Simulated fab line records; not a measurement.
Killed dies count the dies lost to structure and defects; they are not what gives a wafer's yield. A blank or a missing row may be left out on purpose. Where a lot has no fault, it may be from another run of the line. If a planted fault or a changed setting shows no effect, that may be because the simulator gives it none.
Chamber matching + flow n5 finfet + N5_BEOL_M9_DEP_56 on pecvd-02 has 3 sister chambers
The step deposits SiCN from 3MS/NH3, target thk 15 nm, time 26.5 s. 16 wafers are shown with their chamber, then 8 later ones without.

## WAFERS WITH THEIR CHAMBER
| wafer  | chamber | throttle valve pct (%) | showerhead plenum p Torr (Torr) | rf fwd power W (W) |
|--------|---------|------------------------|---------------------------------|--------------------|
| L076.3 | 0       | 9.8                    | 3.666                           | 200.4              |
| L076.4 | 1       | 9.3                    | 3.678                           | 199.7              |
| L076.6 | 2       | 8.5                    | 3.661                           | 200.6              |
| L078.2 | 0       | 9.6                    | 3.658                           | 200.4              |
| L078.4 | 0       | 9.7                    | 3.659                           | 200.0              |
| L078.5 | 2       | 8.7                    | 3.655                           | 201.2              |
| L080.1 | 0       | 9.8                    | 3.668                           | 200.1              |
| L080.4 | 1       | 8.9                    | 3.681                           | 200.2              |
| L080.6 | 2       | 8.7                    | 3.667                           | 201.3              |
| L083.1 | 2       | 8.7                    | 3.671                           | 201.0              |
| L083.2 | 0       | 9.7                    | 3.673                           | 199.9              |
| L083.5 | 2       | 8.8                    | 3.659                           | 200.9              |
| L085.2 | 2       | 8.9                    | 3.667                           | 201.7              |
| L085.4 | 0       | 9.9                    | 3.670                           | 200.9              |
| L085.6 | 1       | 8.9                    | 3.683                           | 200.5              |
| L086.1 | 1       | 9.1                    | 3.689                           | 198.4              |

SIGNATURES (means of the wafers above)
| reading                  | chamber 0 | chamber 1 | chamber 2 | scatter within a chamber |
|--------------------------|-----------|-----------|-----------|--------------------------|
| throttle valve pct       | 9.750     | 9.050     | 8.717     | 0.14                     |
| showerhead plenum p Torr | 3.66567   | 3.68275   | 3.66333   | 0.00572                  |
| rf fwd power W           | 200.283   | 199.700   | 201.117   | 0.552                    |
Rule: distance of a wafer from a chamber = root of the sum over the readings of ((wafer's reading minus chamber's mean) / reading's scatter) squared. The wafer belongs to the nearest chamber; if the next one is less than 2 further off, it can't be placed. The scatter: take each reading less its chamber's mean, square it, sum over the shown wafers, divide by the number of wafers less the number of chambers, and take the root.

## WAFERS WHOSE CHAMBER IS MISSING
| wafer  | throttle valve pct (%) | showerhead plenum p Torr (Torr) | rf fwd power W (W) |
|--------|------------------------|---------------------------------|--------------------|
| L086.2 | 8.9                    | 3.659                           | 200.4              |
| L086.4 | 9.9                    | 3.654                           | 200.1              |
| L091.1 | 8.7                    | 3.660                           | 200.8              |
| L091.3 | 8.9                    | 3.686                           | 199.4              |
| L091.4 | 9.9                    | 3.664                           | 200.8              |
| L092.2 | 8.7                    | 3.664                           | 200.0              |
| L092.5 | 8.9                    | 3.687                           | 198.4              |
| L092.6 | 9.5                    | 3.656                           | 199.6              |

## WHICH CHAMBER EACH ONE RAN IN
| wafer  | from the rows above | in truth |
|--------|---------------------|----------|
| L086.2 | 2                   | 2        |
| L086.4 | 0                   | 0        |
| L091.1 | 2                   | 2        |
| L091.3 | 1                   | 1        |
| L091.4 | 0                   | 0        |
| L092.2 | 2                   | 2        |
| L092.5 | 1                   | 1        |
| L092.6 | 0                   | 0        |
Correctly placed: 8 of 8. Not placeable from these rows: 0. Wrongly placed: 0.
